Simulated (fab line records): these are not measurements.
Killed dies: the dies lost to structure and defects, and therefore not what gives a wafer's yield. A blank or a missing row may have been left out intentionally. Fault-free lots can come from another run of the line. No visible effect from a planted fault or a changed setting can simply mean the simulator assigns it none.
Split-lot trial || flow n5 finfet || route with 1938 steps; 7 lots, 21 wafers read

== ON THE SPLIT ==
At N5_PASSIVATION_EXPOSE_41 (exposes mask PASS OPEN, defocus 0 nm, target cd 40000 nm), the setting dose mj was moved away from the recipe's 57.25 on 8 of the 21 wafers read, by -2.9% to +5.6%. All remaining wafers had this setting at the recipe value.

== FROM THE SPLIT TO THE READING: what the file shows between them, 3 steps ==
- N5_PASSIVATION_PEB_42 (also split here: peb time s)
- N5_PASSIVATION_DEVELOP_43: develop time 60 s
- N5_PASSIVATION_HARDBAKE_45: time 120 s

== THE READING ==
cd nm, in nm, at N5_PASSIVATION_CD_MEAS_44 (target cd 40000 nm). A value of 40000 nm with a standard deviation of 4.7 nm is what fault-free wafers of this fab line usually give.

{"wafer": "L074.2", "tool, chamber at the split": "krf scanner-02, 0", "dose mj as run": 57.25, "against the recipe": "recipe", "cd nm, nm": 40007, "against lot-mates on the recipe": "-"}
{"wafer": "L074.3", "tool, chamber at the split": "krf scanner-02, 0", "dose mj as run": 57.25, "against the recipe": "recipe", "cd nm, nm": 40007, "against lot-mates on the recipe": "-"}
{"wafer": "L074.6", "tool, chamber at the split": "krf scanner-02, 0", "dose mj as run": 57.25, "against the recipe": "recipe", "cd nm, nm": 40009, "against lot-mates on the recipe": "-"}
{"wafer": "L075.2", "tool, chamber at the split": "krf scanner-02, 0", "dose mj as run": 57.25, "against the recipe": "recipe", "cd nm, nm": 39994, "against lot-mates on the recipe": "-"}
{"wafer": "L075.3", "tool, chamber at the split": "krf scanner-02, 0", "dose mj as run": 57.25, "against the recipe": "recipe", "cd nm, nm": 40003, "against lot-mates on the recipe": "-"}
{"wafer": "L075.6", "tool, chamber at the split": "krf scanner-02, 0", "dose mj as run": 57.25, "against the recipe": "recipe", "cd nm, nm": 40002, "against lot-mates on the recipe": "-"}
{"wafer": "L084.1", "tool, chamber at the split": "krf scanner-01, 0", "dose mj as run": 59.63, "against the recipe": "+4.2%", "cd nm, nm": 40016, "against lot-mates on the recipe": "+15"}
{"wafer": "L084.5", "tool, chamber at the split": "krf scanner-01, 0", "dose mj as run": 57.25, "against the recipe": "recipe", "cd nm, nm": 40001, "against lot-mates on the recipe": "-"}
{"wafer": "L084.6", "tool, chamber at the split": "krf scanner-01, 0", "dose mj as run": 57.25, "against the recipe": "recipe", "cd nm, nm": 40001, "against lot-mates on the recipe": "-"}
{"wafer": "L085.2", "tool, chamber at the split": "krf scanner-02, 0", "dose mj as run": 57.25, "against the recipe": "recipe", "cd nm, nm": 39997, "against lot-mates on the recipe": "-"}
{"wafer": "L085.4", "tool, chamber at the split": "krf scanner-02, 0", "dose mj as run": 58.84, "against the recipe": "+2.8%", "cd nm, nm": 40006, "against lot-mates on the recipe": "+9"}
{"wafer": "L085.6", "tool, chamber at the split": "krf scanner-02, 0", "dose mj as run": 58.84, "against the recipe": "+2.8%", "cd nm, nm": 40017, "against lot-mates on the recipe": "+20"}
{"wafer": "L087.3", "tool, chamber at the split": "krf scanner-01, 0", "dose mj as run": 60.48, "against the recipe": "+5.6%", "cd nm, nm": 40023, "against lot-mates on the recipe": "+19"}
{"wafer": "L087.4", "tool, chamber at the split": "krf scanner-01, 0", "dose mj as run": 57.25, "against the recipe": "recipe", "cd nm, nm": 40004, "against lot-mates on the recipe": "-"}
{"wafer": "L087.6", "tool, chamber at the split": "krf scanner-01, 0", "dose mj as run": 60.48, "against the recipe": "+5.6%", "cd nm, nm": 40022, "against lot-mates on the recipe": "+18"}
{"wafer": "L090.2", "tool, chamber at the split": "krf scanner-02, 0", "dose mj as run": 59.45, "against the recipe": "+3.8%", "cd nm, nm": 40013, "against lot-mates on the recipe": "+13"}
{"wafer": "L090.3", "tool, chamber at the split": "krf scanner-02, 0", "dose mj as run": 59.45, "against the recipe": "+3.8%", "cd nm, nm": 40011, "against lot-mates on the recipe": "+11"}
{"wafer": "L090.5", "tool, chamber at the split": "krf scanner-02, 0", "dose mj as run": 57.25, "against the recipe": "recipe", "cd nm, nm": 40000, "against lot-mates on the recipe": "-"}
{"wafer": "L088.1", "tool, chamber at the split": "krf scanner-01, 0", "dose mj as run": 57.25, "against the recipe": "recipe", "cd nm, nm": 40001, "against lot-mates on the recipe": "-"}
{"wafer": "L088.3", "tool, chamber at the split": "krf scanner-01, 0", "dose mj as run": 57.25, "against the recipe": "recipe", "cd nm, nm": 39995, "against lot-mates on the recipe": "-"}
{"wafer": "L088.4", "tool, chamber at the split": "krf scanner-01, 0", "dose mj as run": 55.6, "against the recipe": "-2.9%", "cd nm, nm": 39990, "against lot-mates on the recipe": -8}

FIT RESULTS
A straight line over all 21 wafers: cd nm changes by +3.5 nm for each +1% of dose mj; r = +0.89; the points scatter about the line by 4.2 nm.
The same after taking each lot's own level away (the mean of its wafers on the recipe; 21 wafers): +3.39 nm for each +1%; r = +0.93; scatter 3.1 nm.
On that fit, the largest move of dose mj shifts the reading by 19 nm.
From 39997.0 to 40007.7 nm: that is the span of the lots' own levels, equal to 2.3 times the standard deviation above.
The two slopes are in agreement: the lot-to-lot level therefore moves the slope only a little.
Check: +19.8 nm against its lot-mates is what the line predicts for one of the wafers moved furthest among these (+5.6%) when that wafer is left out of the fit. Against them it came out at +19 nm.

== THE OTHER SPLITS THESE WAFERS WENT THROUGH ==
Before the reading, these wafers also passed through other splits. Each is held against what the fit with the lots' levels taken away leaves over:
{"other split on the same wafers": "N5_BEOL_M13_COAT_65 spin rpm", "wafers away from the commonest value": 8, "r with cd nm (lot level and that fit taken away)": "+0.07"}
{"other split on the same wafers": "N5_BEOL_M14_EXPOSE_25 dose mj", "wafers away from the commonest value": 5, "r with cd nm (lot level and that fit taken away)": "+0.36"}
{"other split on the same wafers": "N5_BEOL_M14_DEVELOP_27 develop time s", "wafers away from the commonest value": 7, "r with cd nm (lot level and that fit taken away)": "+0.03"}
{"other split on the same wafers": "N5_BEOL_M15_PEB_26 peb time s", "wafers away from the commonest value": 8, "r with cd nm (lot level and that fit taken away)": -0.29}
{"other split on the same wafers": "N5_BEOL_M15_DESCUM_33 time s", "wafers away from the commonest value": 6, "r with cd nm (lot level and that fit taken away)": "+0.34"}
{"other split on the same wafers": "N5_PASSIVATION_PEB_42 peb time s", "wafers away from the commonest value": "as run: not given for these wafers", "r with cd nm (lot level and that fit taken away)": "-"}

== FILE'S OWN FIT ==
cd nm changes by +3.52 nm for each +1% of dose mj, r = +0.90.
